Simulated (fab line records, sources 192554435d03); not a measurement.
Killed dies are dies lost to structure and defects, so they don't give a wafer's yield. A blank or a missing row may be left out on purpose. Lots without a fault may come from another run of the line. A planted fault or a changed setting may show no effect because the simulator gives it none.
fab line records | flow n5_finfet
record lots=4 wafers=12 last_day=18
route steps=1938 shown BEOL_M9@1461 BEOL_M10@1470
lots that met no fault: from a run of the same line without faults
start_h: hours from the record's first day to the start of the lot's first wafer shown | wait_h: hours since the lot's step before | " the same as in the row above | L1.1+2: a row that stands for several wafers | - no value, or no start given | * or withheld: withheld | < > ~ a bound
route shown NAME@n: a module of which the file shows steps, and the number in the route of the first | usual: mean/standard deviation of fault-free wafers | same: alike in all rows | chamber/n: place in a boat | sites: the reading at each site | _std_site: their standard deviation | _edge_site: outer sites' mean less inner sites' | radius_mm: how far each site lies from the wafer's centre | mask NAME#n: copy n | behind: the tool/chamber that last shaped the wafer | hold: why the lot was held/for how many hours/how that ended | device: the transistor (n, p or np) that didn't switch | end of line: the same wafers' tests at the end of the route | a step without rows: its recipe alone | killed: dies lost to structure and defects at the first sort, not the wafer's yield | map: a wafer's dies, x killed, . not, _ none there
set.NAME: the setting as run; set.NAME@STEP: as run at that earlier step | model.NAME: the simulator's own value behind a step, which no gauge read
lots at some steps of the route; a table a step, a row a wafer
services: from which hour (start_h, from the record's first day; less than 0 if before it) a tool's chamber was out of use, for how many hours, and why
## steps
# step N5_BEOL_M9_SPUTTER_48
# recipe material=Cu target_thk_a=120 temp_c=-20 bias_v=60 power_w=26000 chamber_pressure_pa=0.13 time_s=2
# step N5_BEOL_M9_ECD_50
# recipe material=Cu target_thk_a=3180
# step N5_BEOL_M9_ANNEAL_51
# recipe temp_c=225 time_s=90 ambient=N2
# step N5_BEOL_M9_CMP_52
# recipe stop_on=SiCOH_lowk t_overpolish_s=7 down_force_psi=1 platen_rpm=50 clearing_platen_down_force_psi=1.5 clearing_platen_rpm=50 post_cmp_clean=cu_alkaline target_thk_nm=140 clearing_platen_pad_velocity_m_s=0.99484 pad_velocity_m_s=0.99484
# step N5_BEOL_M9_PRE_CLEAN_55
# recipe gas=NH3 time_s=15 temp_c=withheld rf_power_w=300
# step N5_BEOL_M9_DEP_56
# recipe material=SiCN target_thk_a=150 temp_c=withheld precursor=3MS/NH3 pressure_torr=3 rf_w=202 time_s=26.5
# step N5_BEOL_M10_ILD_DEP_00
# recipe material=SiCOH_lowk target_thk_a=3085.1 temp_c=300 precursor=DEMS/porogen pressure_torr=5 rf_w=500 time_s=58
# step N5_BEOL_M10_CURE_71
# recipe temp_c=385 time_s=240 ambient=He/Ar material=SiCOH_lowk
# step N5_BEOL_M10_PECVD_70
# recipe material=SiO2 target_thk_a=200 temp_c=400 precursor=TEOS/O2 pressure_torr=5.5 rf_w=450 teos_flow_sccm=53.8 gas=O2 flow_sccm=3000 time_s=22.7
# usual heater_power_w=762/92 showerhead_plenum_p_Torr=8.79/0.038 throttle_valve_pct=22.3/1.5
# columns lot.wafer tool chamber start_h wait_h heater_power_w showerhead_plenum_p_Torr since_wet_clean_h throttle_valve_pct model.SiO2_of_BEOL_M10_PECVD_70.thk_nm
L523.2 pecvd-03 2 308.82 0.0 714 8.79 77 20.3 19.6
L523.3 " 0 " " 755 8.81 831 22.0 19.6
L523.5 " 2 " " 691 8.80 - 20.6 20
L532.2 pecvd-03 1 350.06 0.0 827 8.85 1598 24.0 19.6
L532.3 " 0 " " 791 8.80 873 22.1 14.6
L532.5 " 1 " " 792 8.82 - 24.1 20
L533.1 pecvd-03 0 357.53 0.0 829 8.82 880 22.3 14.6
L533.4 " 2 " " 684 8.80 - 20.9 15
L533.5 " 0 " " 853 8.81 - 22.1 20.2
L535.2 pecvd-01 1 366.68 0.0 690 8.83 1977 23.1 20
L535.3 " 2 " " 925 8.79 487 22.0 19.4
L535.5 " 1 " " 702 8.83 - 23.0 20.2
# step N5_BEOL_M10_HM_DEP_02
# recipe material=TiN target_thk_a=200 temp_c=25 chamber_pressure_pa=0.49996
# step N5_BEOL_M10_COAT_59
# recipe resist=SOC temp_c=250 time_s=60 spin_rpm=1500 resist_thk_nm=100
# step N5_BEOL_M10_COAT_60
# recipe resist=SiARC temp_c=220 time_s=60 spin_rpm=1500 resist_thk_nm=30
# step N5_BEOL_M10_COAT_05
# recipe resist=CAR-ArF spin_rpm=1500 resist_thk_nm=90
# step N5_BEOL_M10_EBR_07
# recipe solvent=PGMEA ebr_width_mm=1.5
# step N5_BEOL_M10_SOFTBAKE_06
# recipe temp_c=110 time_s=60 resist=CAR-ArF
# step N5_BEOL_M10_EXPOSE_08
# recipe mask_id=M10 na=1.35 source_shape=dipole sigma_inner=0.411 sigma_outer=0.611 polarization=te dose_mj=53.75
# step N5_BEOL_M10_PEB_09
# recipe peb_temp_c=withheld peb_time_s=60 resist=CAR-ArF
# step N5_BEOL_M10_DEVELOP_10
# recipe develop_time_s=30 developer=TMAH resist=CAR-ArF rinse_liquid=diw dry=air_spin dev_temp_c=23
# step N5_BEOL_M10_DESCUM_16
# recipe chemistry=O2 time_s=7.9 source_power_w=50 bias_power_w=20 pressure_mtorr=20 rf_frequency_hz=2.712e+07 temp_c=40 resist=CAR-ArF o2_flow_sccm=225
# step N5_BEOL_M10_ETCH_61
# recipe chemistry=CF4 target=SiARC target_depth_a=390 mask_material=CAR-ArF time_s=65 ion_energy_ev=80 pressure_mtorr=40 source_w=545 bias_w=36 Ar_flow_sccm=100 cf4_flow_sccm=100 ends=cleared
# step N5_BEOL_M10_ETCH_62
# recipe chemistry=N2/H2 target=SOC target_depth_a=1100 overetch_a=220 mask_material=SiARC temp_c=40 time_s=165 ion_energy_ev=200 pressure_mtorr=30 source_w=840 bias_w=150 n2_flow_sccm=200 h2_flow_sccm=200
# step N5_BEOL_M10_STRIP_68
# recipe chemistry=N2/H2 temp_c=40 n2_flow_sccm=200 h2_flow_sccm=200 rf_frequency_hz=6e+07
# step N5_BEOL_M10_STRIP_67
# recipe chemistry=CF4 resist=SiARC power_w=300 bias_power_w=75 pressure_mtorr=50 cf4_flow_sccm=150 rf_frequency_hz=6e+07
# step N5_BEOL_M10_HM_OPEN_17
# recipe chemistry=Cl2/BCl3 target_depth_a=200 overetch_a=60 target=TiN mask_material=SOC ion_energy_ev=150 pressure_mtorr=10 icp_w=1000 bias_w=126 Cl2_flow_sccm=53.25 bcl3_flow_sccm=21.75 Ar_flow_sccm=25
# step N5_BEOL_M10_STRIP_19
# recipe chemistry=O2 power_w=400 temp_c=40 pressure_mtorr=30 rf_frequency_hz=6e+07 bias_power_w=0 overash_fraction=0.2 o2_flow_sccm=225
# step N5_BEOL_M10_COAT_63
# recipe resist=SOC temp_c=250 time_s=60 spin_rpm=1500 resist_thk_nm=100
# step N5_BEOL_M10_COAT_64
# recipe resist=SiARC temp_c=220 time_s=60 spin_rpm=1500 resist_thk_nm=30
# step N5_BEOL_M10_COAT_22
# recipe resist=CAR-ArF spin_rpm=1500 resist_thk_nm=90
# step N5_BEOL_M10_EBR_24
# recipe solvent=PGMEA ebr_width_mm=1.5
# step N5_BEOL_M10_SOFTBAKE_23
# recipe temp_c=110 time_s=60 resist=CAR-ArF
# step N5_BEOL_M10_EXPOSE_25
# recipe mask_id=V9 na=1.35 source_shape=annular sigma_inner=0.5 sigma_outer=0.8 polarization=unpolarized dose_mj=85.5
# step N5_BEOL_M10_PEB_26
# recipe peb_temp_c=withheld peb_time_s=60 resist=CAR-ArF
# step N5_BEOL_M10_DEVELOP_27
# recipe develop_time_s=30 developer=TMAH resist=CAR-ArF rinse_liquid=diw dry=air_spin dev_temp_c=23
# step N5_BEOL_M10_HM_STRIP_39
# recipe chemistry=peroxide_tin_strip material=TiN target_depth_a=250 temp_c=50 time_s=158
# usual bath_heat_duty_pct=7.1/0.85
# columns lot.wafer tool chamber start_h wait_h bath_heat_duty_pct model.SiO2_of_BEOL_M10_PECVD_70.thk_nm
L523.2 wet_bench-05 7 312.79 0.0 7.3 19.4
L523.3 " 0 " " 6.6 19.4
L523.5 " 1 " " 5.5 19.8
L532.2 wet_bench-04 0 353.50 0.1 7.9 19.4
L532.3 " 7 " " 7.9 14.4
L532.5 " 1 " " 6.4 19.8
L533.1 wet_bench-05 1 365.24 0.0 6.0 14.4
L533.4 " 0 " " 6.3 14.8
L533.5 " 4 " " 6.7 20
L535.2 wet_bench-02 2 370.23 0.0 6.1 19.8
L535.3 " 0 " " 6.8 19.4
L535.5 " 6 " " 8.2 20
# step N5_BEOL_M10_CMP_52
# recipe stop_on=SiCOH_lowk t_overpolish_s=7 down_force_psi=1 platen_rpm=50 clearing_platen_down_force_psi=1.5 clearing_platen_rpm=50 post_cmp_clean=cu_alkaline target_thk_nm=140 clearing_platen_pad_velocity_m_s=0.99484 pad_velocity_m_s=0.99484
# usual barrier_field_endpoint_s=28.6/0.63 motor_current_A=5.9/0.5 pad_life_wafers=584/550
# columns lot.wafer tool chamber start_h wait_h barrier_field_endpoint_s motor_current_A pad_life_wafers
L523.3 cmp-02 3 316.80 0.3 28.9 5.8 518
L523.2 " 0 " " 28.2 5.2 519
L523.5 " 1 " " 29.1 6.3 -
L532.3 cmp-04 3 355.93 0.2 22.1 5.4 486
L532.2 " 0 " " 27.5 5.5 487
L532.5 " 0 " " 28.8 5.2 -
L533.1 cmp-02 3 367.75 0.3 22.5 5.7 882
L533.4 " 0 " " 22.5 5.3 883
L533.5 " 0 " " 28.1 5.6 -
L535.2 cmp-01 2 372.44 0.3 29.1 5.8 782
L535.3 " 3 " " 29.4 6.4 783
L535.5 " 1 " " 29.6 5.9 -
## services
# columns tool chamber start_h hours kind
cmp-04 - 301.93 4.0 pm
wet_bench-04 - 302.55 7.3 repair
cmp-04 - 305.93 - consumable_replace:conditioner
cmp-04 - 305.93 - consumable_replace:pad
cmp-01 - 306.65 1.1 repair
pecvd-01 0 320.20 12.9 repair
cmp-04 - 323.99 2.3 repair
cmp-02 - 326.83 0.7 repair
pecvd-03 0 333.37 5.5 scheduled_down
pecvd-03 0 347.29 2.1 scheduled_down
cmp-02 - 348.91 3.7 pm
wet_bench-05 - 352.35 2.2 repair
cmp-02 - 352.96 1.1 repair
## key
first_sign step=N5_BEOL_M10_CMP_52 reading=barrier_field_endpoint_s direction=down sigmas=9.8 usual=28.6 struck=22.4
effect none on later readings
model_effect step=N5_BEOL_M10_PECVD_70 value=SiO2_of_BEOL_M10_PECVD_70.thk_nm without=19.67 struck=14.73
model_effect step=N5_BEOL_M10_HM_STRIP_39 value=SiO2_of_BEOL_M10_PECVD_70.thk_nm without=19.53 struck=14.53
met_at N5_BEOL_M10_PECVD_70
struck_wafers L532.3,L533.1,L533.4
onset_between 308.82 350.06
fault kind=process_parameter_drift tool=pecvd-03 chamber=- onset_h=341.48 steps=N5_BEOL_M10_PECVD_70 channel=time_s offset=* shape=step end_h=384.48 scope=struck_wafers_only acts_in=* stated=*
